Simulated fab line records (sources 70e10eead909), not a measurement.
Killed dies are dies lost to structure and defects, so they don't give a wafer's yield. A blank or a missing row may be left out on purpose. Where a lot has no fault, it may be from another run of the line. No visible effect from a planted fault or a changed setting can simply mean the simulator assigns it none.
One fault through the eyes of 2 desks | flow nand-harc | what lay behind the numbers comes last; until then each desk has only its own

== METROLOGY DESK ==
Means of the sampled wafers that have a number, per lot and without regard to the tool the lot ran on: this is what the gauges read. Marked OUT: a lot whose mean sits more than 4 standard deviations from the usual mean, which makes it out of limits; the brackets give that distance.
Columns: A = thk-nm at NHARC_A_M0_THK_MEAS_24, usual 113.4 nm
lot  | first seen here | A
L665 | day 22 23:31    | 114.2
L666 | day 23 15:04    | 113.4
L670 | day 24 07:59    | 113.5
L671 | day 25 00:31    | 111.7
L672 | day 26 16:53    | 112.9
L681 | day 29 16:49    | 113.6
L680 | day 29 21:31    | 113.8
L683 | day 30 15:28    | 113.1
L682 | day 30 17:13    | 112.7
L685 | day 30 21:55    | 112.5
L684 | day 30 23:46    | 113.6
L687 | day 32 06:18    | 113.9
L688 | day 33 06:01    | 111.8
This desk's verdict: no lot among the 13 shows anything out of limits.

== TOOL OWNER'S DESK, rie-diel-04 ==
The tool's own readings at NHARC_A_M1_ETCH_28 (etches the open film in CF4/N2, target depth 30 nm, time 72.99 s): means of the sampled wafers that have a number, for each lot that ran on this tool. Marked OUT: a lot whose mean sits more than 4 standard deviations from the usual mean, which makes it out of limits; the brackets give that distance. Of its 8 readings 7 are shown: the one that was out of limits first, and those that lie furthest out on some lot.
Columns: A = drypump-motor-current-A at NHARC_A_M1_ETCH_28, usual 6.1 A; B = n2-flow-sccm at NHARC_A_M1_ETCH_28, usual 100.00 sccm; C = oes-product-au at NHARC_A_M1_ETCH_28, usual 1.000 a.u.; D = rf-vpp-V at NHARC_A_M1_ETCH_28, usual 314.0 V; E = run-length-s at NHARC_A_M1_ETCH_28, usual 94.1 s; F = showerhead-plenum-p-Torr at NHARC_A_M1_ETCH_28, usual 2.62 Torr; G = throttle-valve-pct at NHARC_A_M1_ETCH_28, usual 19.793 %
lot  | first seen here | A   | B      | C     | D     | E              | F    | G
L665 | day 23 02:08    | 6.7 | 99.65  | 1.010 | 313.9 | 94.0           | 2.61 | 19.799
L666 | day 23 17:29    | 6.2 | 99.81  | 0.999 | 314.4 | 94.1           | 2.63 | 19.790
L672 | day 26 19:09    | 6.2 | 100.14 | 0.991 | 315.1 | 87.2 (-17) OUT | 2.64 | 19.788
L680 | day 29 23:55    | 6.6 | 99.90  | 0.990 | 315.6 | 94.6           | 2.69 | 19.787
L685 | day 31 00:17    | 6.3 | 100.15 | 0.993 | 313.1 | 94.1           | 2.58 | 19.794
This desk finds L672 out of limits, L672 being first, at day 26 19:09 (run-length-s at NHARC_A_M1_ETCH_28). In limits: L665, L666, L680, L685.

== BROUGHT TOGETHER ==
An alarm could have come from the tool owner's desk at day 26 19:09, on L672.
At the metrology desk, nothing out of limits was observed.
The metrology desk holds a record of L672, inside its limits.
The lots listed all ran NHARC_A_M1_ETCH_28 on rie-diel-04.

== WHAT WAS PUT IN BY THE SIMULATOR ==
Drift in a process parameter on rie-diel-04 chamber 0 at NHARC_A_M1_ETCH_28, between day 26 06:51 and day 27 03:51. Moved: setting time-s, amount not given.
Shown lots that were struck: L672.
Delay in hours, fault start to first out-of-limits reading, by desk: the tool owner's desk at 12.
